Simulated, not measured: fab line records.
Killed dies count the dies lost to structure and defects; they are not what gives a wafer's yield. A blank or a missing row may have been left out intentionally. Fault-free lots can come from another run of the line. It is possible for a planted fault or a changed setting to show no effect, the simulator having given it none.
What tool caused it? | flow n5 finfet | Sampling: 24 lots, 72 wafers, 6 of 1938 route steps

WHAT THE GAUGES SHOWED, per wafer
N5_BEOL_M15_CD_MEAS_17: target cd 360 nm. Usual: cd nm at 361.1 nm, with a standard deviation of 2.5.
lot  | measured     | on        | cd nm (nm)        | flag
L074 | day 11 05:43 | cd sem-01 | 358.9 358.1 362.7 |
L075 | day 11 08:09 | cd sem-03 | 358.8 359.1 359.0 |
L077 | day 11 22:46 | cd sem-02 | 359.8 359.8 363.7 |
L076 | day 12 01:50 | cd sem-03 | 364.1 362.1 361.3 |
L079 | day 12 02:14 | cd sem-03 | 357.0 367.8 361.3 |
L078 | day 12 09:48 | cd sem-02 | 361.3 363.8 363.2 |
L080 | day 12 20:07 | cd sem-01 | 354.9 360.2 357.1 |
L083 | day 13 04:27 | cd sem-01 | 361.8 357.9 362.3 |
L081 | day 13 10:03 | cd sem-02 | 361.4 362.0 361.0 |
L082 | day 13 21:12 | cd sem-01 | 360.9 361.9 362.2 |
L084 | day 14 11:11 | cd sem-02 | 360.6 360.7 358.9 |
L085 | day 14 12:22 | cd sem-01 | 358.6 358.3 357.6 |
L086 | day 14 21:28 | cd sem-01 | 365.9 362.9 361.6 |
L089 | day 15 02:26 | cd sem-03 | 358.3 359.2 359.7 |
L087 | day 15 04:24 | cd sem-03 | 358.4 361.9 363.1 |
L088 | day 15 09:01 | cd sem-03 | 355.3 360.4 360.2 |
L090 | day 15 19:00 | cd sem-02 | 359.2 361.1 360.3 |
L091 | day 16 08:29 | cd sem-01 | 365.0 361.1 363.2 |
L094 | day 16 14:20 | cd sem-01 | 365.3 363.2 359.8 |
L093 | day 17 11:25 | cd sem-01 | 361.7 368.3 362.7 |
L095 | day 16 20:53 | cd sem-01 | 359.0 358.7 365.0 |
L092 | day 17 07:20 | cd sem-02 | 364.6 360.4 360.6 |
L096 | day 17 21:43 | cd sem-01 | 356.7 359.1 366.6 |
L097 | day 18 08:36 | cd sem-03 | 361.8 358.4 366.3 |

N5_MIM_BOT_LITHO_CD_MEAS_08: target cd 3000 nm. Usual: cd nm at 2999.6 nm, with a standard deviation of 2.5.
lot  | measured     | on        | cd nm (nm)           | flag
L074 | day 11 16:45 | cd sem-01 | 3001.8 2999.5 3002.6 |
L075 | day 11 17:23 | cd sem-02 | 3002.1 3000.5 2998.1 |
L077 | day 12 07:58 | cd sem-03 | 2993.8 2995.7 2996.0 |
L076 | day 12 15:10 | cd sem-02 | 3000.4 2998.3 3000.2 |
L079 | day 12 16:01 | cd sem-02 | 2995.5 2996.8 2996.8 |
L078 | day 12 19:14 | cd sem-03 | 2998.9 2998.4 3001.9 |
L080 | day 13 05:53 | cd sem-03 | 2999.1 3000.9 2998.4 |
L083 | day 13 14:55 | cd sem-01 | 2998.5 3001.2 3002.0 |
L081 | day 13 17:55 | cd sem-01 | 3002.0 2999.1 2999.3 |
L082 | day 14 05:17 | cd sem-03 | 3000.0 3001.5 3000.4 |
L084 | day 14 19:39 | cd sem-02 | 3000.8 3004.1 2999.5 |
L085 | day 14 21:21 | cd sem-01 | 2996.7 2998.0 2998.4 |
L086 | day 15 08:04 | cd sem-03 | 2999.0 2993.9 2997.6 |
L089 | day 15 11:16 | cd sem-03 | 2997.7 3000.3 3001.3 |
L087 | day 15 11:30 | cd sem-01 | 3002.2 3000.2 2996.8 |
L088 | day 15 17:29 | cd sem-02 | 2999.1 3005.8 3000.1 |
L090 | day 16 06:35 | cd sem-02 | 2998.7 2999.1 3001.8 |
L091 | day 16 19:38 | cd sem-02 | 3001.7 2997.9 2998.8 |
L094 | day 17 00:46 | cd sem-03 | 2998.5 2999.7 2999.8 |
L093 | day 18 00:29 | cd sem-01 | 2998.1 2998.6 3000.1 |
L095 | day 17 07:04 | cd sem-02 | 2999.3 3000.5 3000.2 |
L092 | day 17 15:22 | cd sem-03 | 3005.6 2997.5 3000.6 |
L096 | day 18 06:52 | cd sem-02 | 2998.2 2998.3 3005.4 |
L097 | day 18 16:06 | cd sem-02 | 2994.7 2996.3 2997.4 |

TOOL THAT RAN EACH LOT (tool first, then ch and the chambers of the sampled wafers, then the start)
lot  | N5_BEOL_M14_STRIP_37               | N5_BEOL_M14_PRE_CLEAN_42     | N5_MIM_BOT_DEGAS_01          | N5_MIM_TOP_LITHO_DESCUM_10
L074 | rie diel-05 ch 0,1,2, day 11 02:34 | pvd sputter-03, day 11 02:52 | pvd sputter-02, day 11 14:37 | rie diel-01 ch 1,2,3, day 11 15:58
L075 | rie diel-02 ch 1,2,3, day 11 05:01 | pvd sputter-03, day 11 05:23 | pvd sputter-03, day 11 15:17 | rie diel-05 ch 0,1,3, day 11 16:44
L077 | rie diel-02 ch 0,3, day 11 19:51   | pvd sputter-01, day 11 20:19 | pvd sputter-01, day 12 05:58 | rie diel-02 ch 2,3, day 12 07:12
L076 | rie diel-05 ch 0,1, day 11 23:03   | pvd sputter-03, day 11 23:23 | pvd sputter-01, day 12 13:01 | rie diel-02 ch 0,1,3, day 12 14:31
L079 | rie diel-01 ch 1,2,3, day 11 23:05 | pvd sputter-02, day 11 23:26 | pvd sputter-02, day 12 13:09 | rie diel-02 ch 0,1,2, day 12 15:22
L078 | rie diel-05 ch 0,3, day 12 06:54   | pvd sputter-01, day 12 07:21 | pvd sputter-03, day 12 17:03 | rie diel-01 ch 0,2,3, day 12 18:22
L080 | rie diel-01 ch 0,1,3, day 12 16:59 | pvd sputter-02, day 12 17:25 | pvd sputter-01, day 13 04:00 | rie diel-02 ch 0,1,3, day 13 05:07
L083 | rie diel-05 ch 0,1,2, day 13 00:45 | pvd sputter-03, day 13 01:16 | pvd sputter-01, day 13 12:26 | rie diel-01 ch 0,1,2, day 13 14:08
L081 | rie diel-05 ch 0,1,2, day 13 06:43 | pvd sputter-02, day 13 07:30 | pvd sputter-03, day 13 15:04 | rie diel-02 ch 0,2, day 13 17:16
L082 | rie diel-01 ch 0,2,3, day 13 18:18 | pvd sputter-01, day 13 18:39 | pvd sputter-01, day 14 03:20 | rie diel-01 ch 0,2, day 14 04:37
L084 | rie diel-05 ch 1,2, day 14 08:02   | pvd sputter-02, day 14 08:44 | pvd sputter-03, day 14 17:12 | rie diel-05 ch 2,3, day 14 18:53
L085 | rie diel-02 ch 0,1,3, day 14 09:23 | pvd sputter-02, day 14 09:56 | pvd sputter-02, day 14 17:55 | rie diel-01 ch 1,2,3, day 14 20:32
L086 | rie diel-02 ch 1,3, day 14 18:17   | pvd sputter-03, day 14 18:55 | pvd sputter-03, day 15 05:44 | rie diel-02 ch 1,3, day 15 07:17
L089 | rie diel-01 ch 0,1,2, day 14 23:16 | pvd sputter-03, day 14 23:56 | pvd sputter-01, day 15 09:10 | rie diel-01 ch 1,2,3, day 15 10:24
L087 | rie diel-05 ch 0,2,3, day 15 00:41 | pvd sputter-02, day 15 01:16 | pvd sputter-01, day 15 09:22 | rie diel-02 ch 0,1,3, day 15 10:43
L088 | rie diel-02 ch 0,1,2, day 15 05:55 | pvd sputter-01, day 15 06:24 | pvd sputter-03, day 15 15:36 | rie diel-01 ch 0,3, day 15 16:50
L090 | rie diel-01 ch 0,2,3, day 15 16:05 | pvd sputter-02, day 15 16:23 | pvd sputter-03, day 16 04:14 | rie diel-01 ch 0,1,3, day 16 05:49
L091 | rie diel-02 ch 2,3, day 16 04:58   | pvd sputter-03, day 16 05:28 | pvd sputter-01, day 16 17:07 | rie diel-01 ch 0,1, day 16 18:48
L094 | rie diel-02 ch 0,3, day 16 11:03   | pvd sputter-03, day 16 11:54 | pvd sputter-01, day 16 22:36 | rie diel-02 ch 0,1, day 17 00:05
L093 | rie diel-02 ch 1,3, day 16 17:13   | pvd sputter-02, day 16 17:44 | pvd sputter-03, day 17 21:05 | rie diel-02 ch 2,3, day 17 23:39
L095 | rie diel-01 ch 0,1, day 16 17:38   | pvd sputter-03, day 16 18:19 | pvd sputter-03, day 17 04:22 | rie diel-05 ch 0,2, day 17 06:17
L092 | rie diel-02 ch 0,1,3, day 17 04:16 | pvd sputter-01, day 17 04:44 | pvd sputter-02, day 17 13:29 | rie diel-01 ch 1,2,3, day 17 14:36
L096 | rie diel-01 ch 1,2,3, day 17 18:04 | pvd sputter-01, day 17 18:47 | pvd sputter-02, day 18 02:10 | rie diel-05 ch 0,1,3, day 18 06:13
L097 | rie diel-02 ch 1,2, day 18 05:14   | pvd sputter-01, day 18 06:02 | pvd sputter-03, day 18 14:06 | rie diel-02 ch 0,2,3, day 18 15:27
- N5_BEOL_M14_STRIP_37: strips in O2.
- N5_BEOL_M14_PRE_CLEAN_42: time 30 s.
- N5_MIM_BOT_DEGAS_01: time 60 s.
- N5_MIM_TOP_LITHO_DESCUM_10: chemistry O2, time 7.9 s.

AS READ BY THE TOOLS THEMSELVES (means over the sampled wafers that have a number; for cases with no such wafer, the mark the record gives instead)
N5_BEOL_M14_STRIP_37. Usual: chamber pressure mTorr 30.00 mTorr, standard deviation 0.056; drypump motor current A 5.4 A, standard deviation 0.46; o2 flow sccm 225.1 sccm, standard deviation 0.6; oes product au 0.78 a.u., standard deviation 0.065; rf vpp V 3.6 V, standard deviation 0.96; showerhead plenum p Torr 2.14 Torr, standard deviation 0.062; throttle valve pct 16.69 %, standard deviation 0.23.
lot  | tool        | chamber pressure mTorr (mTorr) | drypump motor current A (A) | o2 flow sccm (sccm) | oes product au (a.u.) | rf vpp V (V) | showerhead plenum p Torr (Torr) | throttle valve pct (%) | flag
L074 | rie diel-05 | 30.04                          | 5.4                         | 224.8               | 0.85                  | 3.6          | 2.13                            | 16.48                  |
L075 | rie diel-02 | 29.93                          | 5.5                         | 224.5               | 0.78                  | 4.1          | 2.17                            | 16.69                  |
L077 | rie diel-02 | 29.99                          | 5.0                         | 225.0               | 0.74                  | 3.3          | 2.10                            | 16.72                  |
L076 | rie diel-05 | 29.98                          | 5.5                         | 225.0               | 0.81                  | 2.9          | 2.09                            | 16.65                  |
L079 | rie diel-01 | 30.04                          | 5.5                         | 225.0               | 0.78                  | 2.7          | 2.13                            | 16.72                  |
L078 | rie diel-05 | 29.98                          | 5.2                         | 225.1               | 0.82                  | 3.6          | 2.09                            | 16.82                  |
L080 | rie diel-01 | 30.01                          | 5.8                         | 225.1               | 0.84                  | 4.3          | 2.17                            | 16.79                  |
L083 | rie diel-05 | 29.97                          | 5.4                         | 224.9               | 0.83                  | 4.2          | 2.13                            | 16.55                  |
L081 | rie diel-05 | 30.04                          | 5.4                         | 225.7               | 0.83                  | 3.0          | 2.13                            | 16.54                  |
L082 | rie diel-01 | 30.06                          | 5.7                         | 224.7               | 0.80                  | 3.8          | 2.13                            | 16.59                  |
L084 | rie diel-05 | 29.95                          | 5.3                         | 225.1               | 0.85                  | 3.5          | 2.16                            | 16.44                  |
L085 | rie diel-02 | 29.99                          | 5.0                         | 225.5               | 0.73                  | 3.2          | 2.13                            | 16.81                  |
L086 | rie diel-02 | 30.04                          | 5.0                         | 225.2               | 0.72                  | 4.5          | 2.17                            | 16.82                  |
L089 | rie diel-01 | 29.97                          | 5.6                         | 226.0               | 0.83                  | 3.4          | 2.16                            | 16.55                  |
L087 | rie diel-05 | 30.00                          | 5.2                         | 225.2               | 0.82                  | 3.3          | 2.09                            | 16.69                  |
L088 | rie diel-02 | 30.04                          | 5.4                         | 225.2               | 0.75                  | 3.3          | 2.16                            | 16.69                  |
L090 | rie diel-01 | 30.01                          | 5.6                         | 225.0               | 0.78                  | 3.0          | 2.12                            | 16.61                  |
L091 | rie diel-02 | 30.01                          | 5.6                         | 224.9               | 0.73                  | 3.6          | 2.12                            | 16.80                  |
L094 | rie diel-02 | 29.99                          | 5.0                         | 225.2               | 0.72                  | 4.7          | 2.08                            | 16.79                  |
L093 | rie diel-02 | 29.95                          | 5.1                         | 224.7               | 0.72                  | 3.2          | 2.13                            | 16.90                  |
L095 | rie diel-01 | 30.02                          | 5.8                         | 224.6               | 0.81                  | 3.5          | 2.20                            | 16.77                  |
L092 | rie diel-02 | 30.03                          | 5.0                         | 225.3               | 0.72                  | 4.2          | 2.12                            | 16.83                  |
L096 | rie diel-01 | 30.05                          | 5.5                         | 225.2               | 0.74                  | 4.5          | 2.12                            | 16.83                  |
L097 | rie diel-02 | 30.00                          | 5.4                         | 225.5               | 0.73                  | 3.4          | 2.19                            | 16.77                  |

N5_BEOL_M14_PRE_CLEAN_42. Usual: heater power w at 449 W, with a standard deviation of 47.
lot  | tool           | heater power w (W) | flag
L074 | pvd sputter-03 | 429                |
L075 | pvd sputter-03 | 466                |
L077 | pvd sputter-01 | 448                |
L076 | pvd sputter-03 | 429                |
L079 | pvd sputter-02 | 479                |
L078 | pvd sputter-01 | 447                |
L080 | pvd sputter-02 | 463                |
L083 | pvd sputter-03 | 392                |
L081 | pvd sputter-02 | 469                |
L082 | pvd sputter-01 | 441                |
L084 | pvd sputter-02 | 460                |
L085 | pvd sputter-02 | 468                |
L086 | pvd sputter-03 | 424                |
L089 | pvd sputter-03 | 429                |
L087 | pvd sputter-02 | 470                |
L088 | pvd sputter-01 | 466                |
L090 | pvd sputter-02 | 467                |
L091 | pvd sputter-03 | 459                |
L094 | pvd sputter-03 | 407                |
L093 | pvd sputter-02 | 459                |
L095 | pvd sputter-03 | 413                |
L092 | pvd sputter-01 | 469                |
L096 | pvd sputter-01 | 473                |
L097 | pvd sputter-01 | 433                |

N5_MIM_BOT_DEGAS_01. Usual: heater power w at 445 W, with a standard deviation of 49.
lot  | tool           | heater power w (W) | flag
L074 | pvd sputter-02 | 458                |
L075 | pvd sputter-03 | 371                |
L077 | pvd sputter-01 | 436                |
L076 | pvd sputter-01 | 457                |
L079 | pvd sputter-02 | 469                |
L078 | pvd sputter-03 | 422                |
L080 | pvd sputter-01 | 450                |
L083 | pvd sputter-01 | 442                |
L081 | pvd sputter-03 | 415                |
L082 | pvd sputter-01 | 450                |
L084 | pvd sputter-03 | 475                |
L085 | pvd sputter-02 | 480                |
L086 | pvd sputter-03 | 436                |
L089 | pvd sputter-01 | 465                |
L087 | pvd sputter-01 | 459                |
L088 | pvd sputter-03 | 442                |
L090 | pvd sputter-03 | 447                |
L091 | pvd sputter-01 | 441                |
L094 | pvd sputter-01 | 432                |
L093 | pvd sputter-03 | 428                |
L095 | pvd sputter-03 | 400                |
L092 | pvd sputter-02 | 467                |
L096 | pvd sputter-02 | 475                |
L097 | pvd sputter-03 | 445                |

N5_MIM_TOP_LITHO_DESCUM_10. Usual: bias power w 20.00 W, standard deviation 0.059; chamber pressure mTorr 20.000 mTorr, standard deviation 0.018; drypump motor current A 5.5 A, standard deviation 0.47; o2 flow sccm 225.0 sccm, standard deviation 0.68; oes product au 0.78 a.u., standard deviation 0.06; rf vpp V 243.8 V, standard deviation 1.2; showerhead plenum p Torr 2.14 Torr, standard deviation 0.061; throttle valve pct 20.46 %, standard deviation 0.26.
lot  | tool        | bias power w (W) | chamber pressure mTorr (mTorr) | drypump motor current A (A) | o2 flow sccm (sccm) | oes product au (a.u.) | rf vpp V (V) | showerhead plenum p Torr (Torr) | throttle valve pct (%) | flag
L074 | rie diel-01 | 20.01            | 19.994                         | 5.5                         | 225.4               | 0.79                  | 244.6        | 2.13                            | 20.48                  |
L075 | rie diel-05 | 19.99            | 19.986                         | 5.4                         | 225.3               | 0.80                  | 243.1        | 2.12                            | 20.46                  |
L077 | rie diel-02 | 20.01            | 19.978                         | 5.6                         | 225.0               | 0.76                  | 242.9        | 2.13                            | 20.49                  |
L076 | rie diel-02 | 19.96            | 20.003                         | 5.0                         | 224.7               | 0.74                  | 244.0        | 2.13                            | 20.54                  |
L079 | rie diel-02 | 19.99            | 19.987                         | 5.4                         | 224.8               | 0.79                  | 244.4        | 2.16                            | 20.43                  |
L078 | rie diel-01 | 19.99            | 20.000                         | 5.6                         | 225.6               | 0.81                  | 243.7        | 2.12                            | 20.31                  |
L080 | rie diel-02 | 19.97            | 20.004                         | 5.0                         | 225.1               | 0.74                  | 244.1        | 2.13                            | 20.55                  |
L083 | rie diel-01 | 20.05            | 20.001                         | 5.6                         | 224.5               | 0.84                  | 244.5        | 2.16                            | 20.28                  |
L081 | rie diel-02 | 20.01            | 19.984                         | 5.4                         | 224.4               | 0.76                  | 243.7        | 2.11                            | 20.39                  |
L082 | rie diel-01 | 20.03            | 20.013                         | 5.7                         | 225.2               | 0.86                  | 244.2        | 2.16                            | 20.09                  |
L084 | rie diel-05 | 20.00            | 20.015                         | 5.1                         | 224.7               | 0.86                  | 243.9        | 2.13                            | 20.32                  |
L085 | rie diel-01 | 19.98            | 20.000                         | 5.5                         | 225.9               | 0.76                  | 243.2        | 2.12                            | 20.52                  |
L086 | rie diel-02 | 20.00            | 19.983                         | 5.1                         | 224.0               | 0.72                  | 244.1        | 2.17                            | 20.62                  |
L089 | rie diel-01 | 19.96            | 19.993                         | 5.5                         | 224.9               | 0.75                  | 244.4        | 2.12                            | 20.52                  |
L087 | rie diel-02 | 20.01            | 20.000                         | 5.0                         | 225.1               | 0.72                  | 243.2        | 2.12                            | 20.57                  |
L088 | rie diel-01 | 20.02            | 20.000                         | 5.8                         | 224.9               | 0.78                  | 244.1        | 2.12                            | 20.62                  |
L090 | rie diel-01 | 20.02            | 19.999                         | 5.8                         | 224.8               | 0.79                  | 244.2        | 2.16                            | 20.58                  |
L091 | rie diel-01 | 20.02            | 20.001                         | 5.9                         | 224.7               | 0.84                  | 244.8        | 2.19                            | 20.35                  |
L094 | rie diel-02 | 20.03            | 20.018                         | 4.9                         | 225.3               | 0.73                  | 243.8        | 2.16                            | 20.57                  |
L093 | rie diel-02 | 19.97            | 19.997                         | 5.9                         | 225.0               | 0.75                  | 244.6        | 2.14                            | 20.44                  |
L095 | rie diel-05 | 20.04            | 20.011                         | 5.3                         | 225.3               | 0.82                  | 242.6        | 2.04                            | 20.43                  |
L092 | rie diel-01 | 20.03            | 19.991                         | 5.5                         | 224.3               | 0.73                  | 244.5        | 2.11                            | 20.55                  |
L096 | rie diel-05 | 19.98            | 20.017                         | 5.4                         | 224.8               | 0.76                  | 242.8        | 2.10                            | 20.55                  |
L097 | rie diel-02 | 20.06            | 20.002                         | 5.5                         | 224.8               | 0.72                  | 243.5        | 2.10                            | 20.50                  |

THE ANSWER, worked out from the rows above alone
Rule: a lot is off if the mean of its wafers that have a number lies more than 3 standard deviations from the usual mean. A lot without any number at a reading at which 4 lots or more have one is off too. Any other lot the step has rows for is counted as sound. First the gauges in route order, then the tools' own readings, where a lot's mean is used as printed above. At the first step where some lot is off, the reading lying furthest off is the one used; lots without a number count as furthest.
No lot is off on any of the readings shown, so nothing can be concluded from this.

WHAT HAD BEEN PUT IN BY THE SIMULATOR
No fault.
